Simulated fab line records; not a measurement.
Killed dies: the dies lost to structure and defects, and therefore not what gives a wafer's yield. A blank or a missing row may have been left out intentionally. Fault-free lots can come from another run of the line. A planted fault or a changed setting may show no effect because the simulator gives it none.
Code-filled problem report in 8D (eight disciplines) form -- flow nand harc -- the parts of the form that need people (team, actions taken, sign-off) are left out

== 1. THE PROBLEM ==
time to endpoint s at NHARC_A_M1_CMP_23 reads a mean of 54 s on 2 wafers of 2 lots; wafers without a fault read 30 s with a standard deviation of 3.2. That puts it +7.5 standard deviations away from the usual mean.
The step: polishes, t overpolish 20 s, target thk 154.34 nm.
The first sign was on wafer L687.2 at day 25 08:13, on cmp-04. The record has a number at this step for 36 wafers belonging to 12 lots. The rule behind "out" and "out of limits": a value lying over 4 standard deviations away from the usual mean. All remaining wafers that have a number are taken as sound.

== 2. WHAT IT IS, AND WHAT IT ISN'T ==
question,is,is not
which readings at this step,time to endpoint s,"motor current A, pad life wafers"
which lots,"L687, L688","L681, L683, L684, L685, L695, L696, L699, L700, L702, L703"
which wafers of those lots,"L687.2, L688.2","L687.1, L687.6, L688.3, L688.6"
read on which tools,"cmp-01, cmp-04",cmp-02
when,from day 25 08:13,"up to then (14 sound wafers); but 20 sound wafers of L688, L695, L696, L699, L700, L702, L703 came after"

== 3. THE SUSPECTS, EACH WITH WHAT RULES IT OUT ==
Counting: any tool at a process step up to the reading remains a suspect provided it ran every lot that is out. Sound lots after the first of them don't rule it out here, since some wafers of a struck lot are sound.
- rie diel-11 at NHARC_A_M1_STRIP_18 (strips in N2/H2): kept. It ran every lot that is out, first L687 (day 25 06:26); its last sound lot up to then is L685 (day 24 01:39).
- ecd cu-01 at NHARC_A_M1_ECD_22 (material Cu, target thk 400 nm): kept. It ran every lot that is out, first L687 (day 25 07:26); its last sound lot up to then is L685 (day 24 02:39).
After counting, rie diel-11 at NHARC_A_M1_STRIP_18 and ecd cu-01 at NHARC_A_M1_ECD_22 remain.

== 4. THE CAUSE (what the simulator had put in) ==
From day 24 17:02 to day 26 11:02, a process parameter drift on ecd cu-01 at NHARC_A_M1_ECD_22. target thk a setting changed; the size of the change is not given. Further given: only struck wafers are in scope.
2 suspects survive the count, and this tool is in that group.

== 5. THE EFFECT CHAIN, in route order ==
One row per reading whose mean, taken over the struck wafers that have a number, lies over 3 standard deviations from the usual. Only readings for which the record gives a usual standard deviation are gone through. hours: the time from each lot's start at the first step in this table that gives one to its start at this step, as a median over the lots. sigmas: the change in usual standard deviations.
hours,step,reading,usual,on struck wafers,change,sigmas
0,NHARC_A_M1_CMP_23,time to endpoint s,30 s,54,+24,+7.5
The process steps in it:
- NHARC_A_M1_CMP_23: polishes, t overpolish 20 s, target thk 154.34 nm.

== 6. HOW IT WOULD HAVE BEEN CAUGHT EARLIER ==
First out-of-limits reading in this record: day 25 08:13, which is 15 hours after fault onset at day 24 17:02.
Tool readings at NHARC_A_M1_ECD_22 with a usual standard deviation given in the record: none out on any struck wafer, hence no alarm at a limit of 4 standard deviations on them.
Of the lots that are out (2), L688 began NHARC_A_M1_ECD_22 on ecd cu-01 after day 25 08:13. Holding the tool at that time would have saved it.
